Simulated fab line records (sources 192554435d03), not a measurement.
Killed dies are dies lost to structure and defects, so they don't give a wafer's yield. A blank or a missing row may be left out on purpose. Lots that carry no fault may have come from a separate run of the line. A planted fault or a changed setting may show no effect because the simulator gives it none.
What tool caused it? :: flow n5-finfet :: 30 wafers from 11 lots sampled at 4 of the route's 1938 steps

WHAT THE GAUGES SHOWED, per wafer
No reading from a measuring or inspecting step in the record can be judged against a usual standard deviation.

TOOL THAT RAN EACH LOT (tool first, then ch and the chambers of the sampled wafers, then the start)
lot: L388
N5_PMOS_HMC_CHANNEL_EPI_STRIP_33: rie-diel-06 ch 0,1, day 1 17:22
N5_FIN_SAQP_ETCH_51: rie-diel-01 ch 0,2,3, day 1 22:15
N5_FIN_SAQP_SPACER1_ETCHBACK_25: rie-diel-01 ch 2,3, day 2 00:02
N5_FIN_SAQP_MANDREL_ETCH_58: rie-si-05 ch 0,2,3, day 2 00:26

lot: L391
N5_PMOS_HMC_CHANNEL_EPI_STRIP_33: rie-diel-06 ch 1,2, day 2 11:20
N5_FIN_SAQP_ETCH_51: rie-diel-03 ch 0,1,2, day 2 15:36
N5_FIN_SAQP_SPACER1_ETCHBACK_25: rie-diel-01 ch 1,3, day 2 17:26
N5_FIN_SAQP_MANDREL_ETCH_58: rie-si-04 ch 0,2,3, day 2 17:49

lot: L392
N5_PMOS_HMC_CHANNEL_EPI_STRIP_33: rie-diel-06 ch 0,2, day 2 17:38
N5_FIN_SAQP_ETCH_51: rie-diel-01 ch 0,2,3, day 2 21:56
N5_FIN_SAQP_SPACER1_ETCHBACK_25: rie-diel-01 ch 0,2,3, day 2 23:43
N5_FIN_SAQP_MANDREL_ETCH_58: rie-si-04 ch 0,1,3, day 3 00:07

lot: L394
N5_PMOS_HMC_CHANNEL_EPI_STRIP_33: rie-diel-02 ch 0,2, day 3 05:55
N5_FIN_SAQP_ETCH_51: rie-diel-04 ch 1,2, day 3 10:11
N5_FIN_SAQP_SPACER1_ETCHBACK_25: rie-diel-01 ch 2,3, day 3 11:57
N5_FIN_SAQP_MANDREL_ETCH_58: rie-si-05 ch 1,2, day 3 12:20

lot: L395
N5_PMOS_HMC_CHANNEL_EPI_STRIP_33: rie-diel-06 ch 2,3, day 3 12:08
N5_FIN_SAQP_ETCH_51: rie-diel-01 ch 2,3, day 3 16:25
N5_FIN_SAQP_SPACER1_ETCHBACK_25: rie-diel-04 ch 0,3, day 3 18:11
N5_FIN_SAQP_MANDREL_ETCH_58: rie-si-04 ch 0,1,3, day 3 18:35

lot: L397
N5_PMOS_HMC_CHANNEL_EPI_STRIP_33: rie-diel-02 ch 2,3, day 4 00:02
N5_FIN_SAQP_ETCH_51: rie-diel-04 ch 1,2,3, day 4 04:33
N5_FIN_SAQP_SPACER1_ETCHBACK_25: rie-diel-04 ch 1,2,3, day 4 06:19
N5_FIN_SAQP_MANDREL_ETCH_58: rie-si-05 ch 0,1, day 4 06:43

lot: L402
N5_PMOS_HMC_CHANNEL_EPI_STRIP_33: rie-diel-02 ch 1,2, day 5 05:49
N5_FIN_SAQP_ETCH_51: rie-diel-03 ch 2,3, day 5 11:34
N5_FIN_SAQP_SPACER1_ETCHBACK_25: rie-diel-03 ch 0,1,2, day 5 13:23
N5_FIN_SAQP_MANDREL_ETCH_58: rie-si-04 ch 1,3, day 5 13:46

lot: L405
N5_PMOS_HMC_CHANNEL_EPI_STRIP_33: rie-diel-02 ch 0,2,3, day 5 23:43
N5_FIN_SAQP_ETCH_51: rie-diel-01 ch 1,2,3, day 6 03:47
N5_FIN_SAQP_SPACER1_ETCHBACK_25: rie-diel-03 ch 0,1,3, day 6 05:34
N5_FIN_SAQP_MANDREL_ETCH_58: rie-si-03 ch 0,1,2, day 6 05:56

lot: L409
N5_PMOS_HMC_CHANNEL_EPI_STRIP_33: rie-diel-05 ch 1,3, day 6 23:57
N5_FIN_SAQP_ETCH_51: rie-diel-01 ch 0,3, day 7 04:07
N5_FIN_SAQP_SPACER1_ETCHBACK_25: rie-diel-03 ch 1,2, day 7 05:53
N5_FIN_SAQP_MANDREL_ETCH_58: rie-si-03 ch 2,3, day 7 06:16

lot: L410
N5_PMOS_HMC_CHANNEL_EPI_STRIP_33: rie-diel-02 ch 1, day 7 06:23
N5_FIN_SAQP_ETCH_51: rie-diel-01 ch 1,2, day 7 10:44
N5_FIN_SAQP_SPACER1_ETCHBACK_25: rie-diel-04 ch 2,3, day 7 14:26
N5_FIN_SAQP_MANDREL_ETCH_58: rie-si-04 ch 0, day 7 14:56

lot: L411
N5_PMOS_HMC_CHANNEL_EPI_STRIP_33: rie-diel-02 ch 1,2, day 7 15:43
N5_FIN_SAQP_ETCH_51: rie-diel-01 ch 1,2, day 7 19:43
N5_FIN_SAQP_SPACER1_ETCHBACK_25: rie-diel-03 ch 1,2, day 7 21:29
N5_FIN_SAQP_MANDREL_ETCH_58: rie-si-04 ch 2,3, day 7 21:53
- N5_PMOS_HMC_CHANNEL_EPI_STRIP_33: strips in N2/H2.
- N5_FIN_SAQP_ETCH_51: etches SiARC in CF4, target depth 45.5 nm, time 75.8 s.
- N5_FIN_SAQP_SPACER1_ETCHBACK_25: etches SiO2 in CHF3/O2, target depth 24.4 nm, time 12.2 s.
- N5_FIN_SAQP_MANDREL_ETCH_58: etches a-Si in HBr/Cl2, stops on SiNx, target depth 45 nm, bt time 10 s, time 27 s.

AS READ BY THE TOOLS THEMSELVES (means over the sampled wafers that have a number; for cases with no such wafer, the mark the record gives instead)
N5_PMOS_HMC_CHANNEL_EPI_STRIP_33. Usual: drypump-motor-current-A 5.8 A, standard deviation 0.5; oes-product-au 0.83 a.u., standard deviation 0.074; power-w 500.2 W, standard deviation 1.4; rf-vpp-V 54.3 V, standard deviation 1.7; showerhead-plenum-p-Torr 3.38 Torr, standard deviation 0.095; throttle-valve-pct 18.68 %, standard deviation 0.29.
lot: L388
tool: rie-diel-06
drypump-motor-current-A (A): 5.9
oes-product-au (a.u.): 0.77
power-w (W): 499.9
rf-vpp-V (V): 54.5
showerhead-plenum-p-Torr (Torr): 3.33
throttle-valve-pct (%): 18.90
flag: 

lot: L391
tool: rie-diel-06
drypump-motor-current-A (A): 6.1
oes-product-au (a.u.): 0.78
power-w (W): 500.6
rf-vpp-V (V): 54.8
showerhead-plenum-p-Torr (Torr): 3.31
throttle-valve-pct (%): 18.88
flag: 

lot: L392
tool: rie-diel-06
drypump-motor-current-A (A): 6.5
oes-product-au (a.u.): 0.73
power-w (W): 500.8
rf-vpp-V (V): 56.1
showerhead-plenum-p-Torr (Torr): 3.33
throttle-valve-pct (%): 18.99
flag: 

lot: L394
tool: rie-diel-02
drypump-motor-current-A (A): 5.9
oes-product-au (a.u.): 0.86
power-w (W): 500.3
rf-vpp-V (V): 55.8
showerhead-plenum-p-Torr (Torr): 3.41
throttle-valve-pct (%): 18.43
flag: 

lot: L395
tool: rie-diel-06
drypump-motor-current-A (A): 6.3
oes-product-au (a.u.): 0.75
power-w (W): 500.5
rf-vpp-V (V): 53.3
showerhead-plenum-p-Torr (Torr): 3.30
throttle-valve-pct (%): 18.96
flag: 

lot: L397
tool: rie-diel-02
drypump-motor-current-A (A): 5.2
oes-product-au (a.u.): 0.88
power-w (W): 499.5
rf-vpp-V (V): 54.1
showerhead-plenum-p-Torr (Torr): 3.33
throttle-valve-pct (%): 18.62
flag: 

lot: L402
tool: rie-diel-02
drypump-motor-current-A (A): 6.2
oes-product-au (a.u.): 0.89
power-w (W): 500.7
rf-vpp-V (V): 55.5
showerhead-plenum-p-Torr (Torr): 3.47
throttle-valve-pct (%): 18.90
flag: 

lot: L405
tool: rie-diel-02
drypump-motor-current-A (A): 5.5
oes-product-au (a.u.): 0.85
power-w (W): 498.4
rf-vpp-V (V): 54.6
showerhead-plenum-p-Torr (Torr): 3.36
throttle-valve-pct (%): 18.54
flag: 

lot: L409
tool: rie-diel-05
drypump-motor-current-A (A): 5.9
oes-product-au (a.u.): 0.76
power-w (W): 499.4
rf-vpp-V (V): 54.8
showerhead-plenum-p-Torr (Torr): 3.43
throttle-valve-pct (%): 18.34
flag: 

lot: L410
tool: rie-diel-02
drypump-motor-current-A (A): 6.4
oes-product-au (a.u.): 0.92
power-w (W): 499.9
rf-vpp-V (V): 54.6
showerhead-plenum-p-Torr (Torr): 3.57
throttle-valve-pct (%): 19.05
flag: 

lot: L411
tool: rie-diel-02
drypump-motor-current-A (A): 6.2
oes-product-au (a.u.): 0.88
power-w (W): 500.6
rf-vpp-V (V): 54.0
showerhead-plenum-p-Torr (Torr): 3.49
throttle-valve-pct (%): 18.95
flag: 

N5_FIN_SAQP_ETCH_51. Usual: drypump-motor-current-A 5.6 A, standard deviation 0.51; etch-rf-on-time-s 75.8 s, standard deviation 1.2; oes-product-au 0.69 a.u., standard deviation 0.085; rf-vpp-V 184.1 V, standard deviation 1.2; showerhead-plenum-p-Torr 2.14 Torr, standard deviation 0.086; throttle-valve-pct 15.60 %, standard deviation 0.21.
lot: L388
tool: rie-diel-01
drypump-motor-current-A (A): 5.8
etch-rf-on-time-s (s): 77.4
oes-product-au (a.u.): 0.64
rf-vpp-V (V): 183.8
showerhead-plenum-p-Torr (Torr): 2.11
throttle-valve-pct (%): 15.71
flag: 

lot: L391
tool: rie-diel-03
drypump-motor-current-A (A): 5.7
etch-rf-on-time-s (s): 75.6
oes-product-au (a.u.): 0.69
rf-vpp-V (V): 184.3
showerhead-plenum-p-Torr (Torr): 2.15
throttle-valve-pct (%): 15.58
flag: 

lot: L392
tool: rie-diel-01
drypump-motor-current-A (A): 5.7
etch-rf-on-time-s (s): 76.6
oes-product-au (a.u.): 0.64
rf-vpp-V (V): 183.8
showerhead-plenum-p-Torr (Torr): 2.10
throttle-valve-pct (%): 15.73
flag: 

lot: L394
tool: rie-diel-04
drypump-motor-current-A (A): 5.4
etch-rf-on-time-s (s): 76.2
oes-product-au (a.u.): 0.64
rf-vpp-V (V): 183.7
showerhead-plenum-p-Torr (Torr): 2.07
throttle-valve-pct (%): 15.52
flag: 

lot: L395
tool: rie-diel-01
drypump-motor-current-A (A): 6.0
etch-rf-on-time-s (s): 76.6
oes-product-au (a.u.): 0.58
rf-vpp-V (V): 182.8
showerhead-plenum-p-Torr (Torr): 2.08
throttle-valve-pct (%): 15.94
flag: 

lot: L397
tool: rie-diel-04
drypump-motor-current-A (A): 5.7
etch-rf-on-time-s (s): 76.7
oes-product-au (a.u.): 0.63
rf-vpp-V (V): 183.4
showerhead-plenum-p-Torr (Torr): 2.08
throttle-valve-pct (%): 15.63
flag: 

lot: L402
tool: rie-diel-03
drypump-motor-current-A (A): 5.1
etch-rf-on-time-s (s): 76.4
oes-product-au (a.u.): 0.63
rf-vpp-V (V): 183.3
showerhead-plenum-p-Torr (Torr): 2.11
throttle-valve-pct (%): 15.77
flag: 

lot: L405
tool: rie-diel-01
drypump-motor-current-A (A): 5.6
etch-rf-on-time-s (s): 74.7
oes-product-au (a.u.): 0.80
rf-vpp-V (V): 184.4
showerhead-plenum-p-Torr (Torr): 2.22
throttle-valve-pct (%): 15.46
flag: 

lot: L409
tool: rie-diel-01
drypump-motor-current-A (A): 6.0
etch-rf-on-time-s (s): 53.8
oes-product-au (a.u.): 0.91
rf-vpp-V (V): 184.1
showerhead-plenum-p-Torr (Torr): 2.13
throttle-valve-pct (%): 15.50
flag: OFF

lot: L410
tool: rie-diel-01
drypump-motor-current-A (A): 5.2
etch-rf-on-time-s (s): 65.0
oes-product-au (a.u.): 0.86
rf-vpp-V (V): 185.6
showerhead-plenum-p-Torr (Torr): 2.28
throttle-valve-pct (%): 15.44
flag: OFF

lot: L411
tool: rie-diel-01
drypump-motor-current-A (A): 5.2
etch-rf-on-time-s (s): 63.5
oes-product-au (a.u.): 0.88
rf-vpp-V (V): 184.8
showerhead-plenum-p-Torr (Torr): 2.27
throttle-valve-pct (%): 15.45
flag: OFF

N5_FIN_SAQP_SPACER1_ETCHBACK_25. Usual: drypump-motor-current-A 5.6 A, standard deviation 0.52; oes-product-au 0.79 a.u., standard deviation 0.1; rf-vpp-V 524 V, standard deviation 5.6; showerhead-plenum-p-Torr 2.41 Torr, standard deviation 0.098; throttle-valve-pct 18.91 %, standard deviation 0.2.
lot: L388
tool: rie-diel-01
drypump-motor-current-A (A): 6.0
oes-product-au (a.u.): 0.69
rf-vpp-V (V): 519
showerhead-plenum-p-Torr (Torr): 2.35
throttle-valve-pct (%): 19.17
flag: 

lot: L391
tool: rie-diel-01
drypump-motor-current-A (A): 5.9
oes-product-au (a.u.): 0.69
rf-vpp-V (V): 521
showerhead-plenum-p-Torr (Torr): 2.35
throttle-valve-pct (%): 19.22
flag: 

lot: L392
tool: rie-diel-01
drypump-motor-current-A (A): 5.8
oes-product-au (a.u.): 0.74
rf-vpp-V (V): 521
showerhead-plenum-p-Torr (Torr): 2.37
throttle-valve-pct (%): 19.00
flag: 

lot: L394
tool: rie-diel-01
drypump-motor-current-A (A): 5.6
oes-product-au (a.u.): 0.68
rf-vpp-V (V): 519
showerhead-plenum-p-Torr (Torr): 2.31
throttle-valve-pct (%): 19.13
flag: 

lot: L395
tool: rie-diel-04
drypump-motor-current-A (A): 5.6
oes-product-au (a.u.): 0.89
rf-vpp-V (V): 530
showerhead-plenum-p-Torr (Torr): 2.35
throttle-valve-pct (%): 18.87
flag: 

lot: L397
tool: rie-diel-04
drypump-motor-current-A (A): 5.7
oes-product-au (a.u.): 0.74
rf-vpp-V (V): 519
showerhead-plenum-p-Torr (Torr): 2.34
throttle-valve-pct (%): 18.90
flag: 

lot: L402
tool: rie-diel-03
drypump-motor-current-A (A): 5.8
oes-product-au (a.u.): 0.78
rf-vpp-V (V): 525
showerhead-plenum-p-Torr (Torr): 2.41
throttle-valve-pct (%): 18.88
flag: 

lot: L405
tool: rie-diel-03
drypump-motor-current-A (A): 5.6
oes-product-au (a.u.): 0.77
rf-vpp-V (V): 526
showerhead-plenum-p-Torr (Torr): 2.47
throttle-valve-pct (%): 18.94
flag: 

lot: L409
tool: rie-diel-03
drypump-motor-current-A (A): 5.9
oes-product-au (a.u.): 0.81
rf-vpp-V (V): 524
showerhead-plenum-p-Torr (Torr): 2.43
throttle-valve-pct (%): 18.93
flag: 

lot: L410
tool: rie-diel-04
drypump-motor-current-A (A): 6.0
oes-product-au (a.u.): 0.75
rf-vpp-V (V): 518
showerhead-plenum-p-Torr (Torr): 2.36
throttle-valve-pct (%): 18.95
flag: 

lot: L411
tool: rie-diel-03
drypump-motor-current-A (A): 5.9
oes-product-au (a.u.): 0.80
rf-vpp-V (V): 524
showerhead-plenum-p-Torr (Torr): 2.42
throttle-valve-pct (%): 18.93
flag: 

N5_FIN_SAQP_MANDREL_ETCH_58. Usual: drypump-motor-current-A 5.6 A, standard deviation 0.34; oes-product-au 0.697 a.u., standard deviation 0.012; throttle-valve-pct 35.52 %, standard deviation 0.2.
lot: L388
tool: rie-si-05
drypump-motor-current-A (A): 5.4
oes-product-au (a.u.): 0.695
throttle-valve-pct (%): 35.76
flag: 

lot: L391
tool: rie-si-04
drypump-motor-current-A (A): 5.6
oes-product-au (a.u.): 0.695
throttle-valve-pct (%): 35.48
flag: 

lot: L392
tool: rie-si-04
drypump-motor-current-A (A): 5.8
oes-product-au (a.u.): 0.700
throttle-valve-pct (%): 35.48
flag: 

lot: L394
tool: rie-si-05
drypump-motor-current-A (A): 5.5
oes-product-au (a.u.): 0.697
throttle-valve-pct (%): 35.71
flag: 

lot: L395
tool: rie-si-04
drypump-motor-current-A (A): 5.8
oes-product-au (a.u.): 0.693
throttle-valve-pct (%): 35.48
flag: 

lot: L397
tool: rie-si-05
drypump-motor-current-A (A): 5.4
oes-product-au (a.u.): 0.701
throttle-valve-pct (%): 35.77
flag: 

lot: L402
tool: rie-si-04
drypump-motor-current-A (A): 5.8
oes-product-au (a.u.): 0.694
throttle-valve-pct (%): 35.46
flag: 

lot: L405
tool: rie-si-03
drypump-motor-current-A (A): 5.6
oes-product-au (a.u.): 0.696
throttle-valve-pct (%): 35.47
flag: 

lot: L409
tool: rie-si-03
drypump-motor-current-A (A): 5.4
oes-product-au (a.u.): 0.696
throttle-valve-pct (%): 35.16
flag: 

lot: L410
tool: rie-si-04
drypump-motor-current-A (A): 5.9
oes-product-au (a.u.): 0.696
throttle-valve-pct (%): 35.55
flag: 

lot: L411
tool: rie-si-04
drypump-motor-current-A (A): 5.5
oes-product-au (a.u.): 0.691
throttle-valve-pct (%): 35.46
flag: 

THE ANSWER, worked out from the rows above alone
Rule: take the mean of a lot's wafers that have a number; if it is more than 3 standard deviations from the usual mean, the lot is off. Also off: a lot with no number at a reading for which 4 or more lots have one. The other lots that the step has rows for count as sound. The gauges are gone through in route order, then the tools' own readings, and for those a lot's mean is taken as printed above. The first step at which some lot is off is used, and at that step the reading that is off furthest; a lot without a number counts as furthest.
Off: L409, L410, L411 (N5_FIN_SAQP_ETCH_51, etch-rf-on-time-s).
If a tool, at that step or one of the process steps before it, ran each lot that is off and ran no sound lot following the first of them, it fits. One fits: rie-diel-01 at N5_FIN_SAQP_ETCH_51. A fault onset in the window from L405 (day 6 03:47, its last sound lot) to L409 (day 7 04:07, its first lot off) fits.
On the lots that are off, the tool's own readings at N5_FIN_SAQP_ETCH_51 differ by more than 5 times the standard deviation of the sound lots' means, which bears it out; etch-rf-on-time-s reads 60.8 s there versus 76.3 s on the sound lots.

WHAT THE SIMULATOR PUT IN
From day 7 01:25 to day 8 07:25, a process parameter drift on rie-diel-01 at N5_FIN_SAQP_ETCH_51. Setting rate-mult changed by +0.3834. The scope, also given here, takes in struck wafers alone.
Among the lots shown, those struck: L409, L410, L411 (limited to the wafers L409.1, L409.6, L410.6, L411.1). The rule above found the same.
